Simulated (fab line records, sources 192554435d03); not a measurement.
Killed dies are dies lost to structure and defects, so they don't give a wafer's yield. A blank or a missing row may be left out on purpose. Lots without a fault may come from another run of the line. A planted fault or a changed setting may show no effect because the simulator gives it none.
Chamber matching | flow n5_finfet | N5_BEOL_M0_SAQP_STRIP_108 on rie_diel-06: 4 sister chambers
The step strips in N2/H2. 4 wafers are shown with their chamber, then 8 later ones without.

WAFERS WITH THEIR CHAMBER
wafer  | chamber | showerhead_plenum_p_Torr (Torr)
L084.4 | 3       | 3.19
L088.5 | 0       | 3.49
L088.6 | 1       | 3.30
L089.1 | 2       | 3.39

WAFERS WITHOUT THEIR CHAMBER
wafer  | showerhead_plenum_p_Torr (Torr)
L089.2 | 3.30
L089.3 | 3.18
L090.3 | 3.18
L090.5 | 3.39
L090.6 | 3.30
L092.1 | 3.49
L092.2 | 3.18
L092.5 | 3.49

WHICH CHAMBER EACH WENT THROUGH
wafer  | from the rows above | in truth
L089.2 | 1                   | 1
L089.3 | 3                   | 3
L090.3 | 3                   | 3
L090.5 | 2                   | 2
L090.6 | 1                   | 1
L092.1 | 0                   | 0
L092.2 | 3                   | 3
L092.5 | 0                   | 0
Placed correctly: 8 of 8. Can't be placed from these rows: 0. Placed wrongly: 0.
How it was worked out, from the rows above alone: a wafer's distance from a chamber is the root of the sum, over the readings, of the square of ((its reading less the chamber's mean) divided by the reading's scatter). The wafer belongs to the nearest chamber; if the next one is less than 2 further off, it can't be placed. A chamber's mean is the mean of its shown wafers. The scatter: with one shown wafer a chamber, the root of the mean of the squares of how far each hidden wafer lies from its nearest shown one.
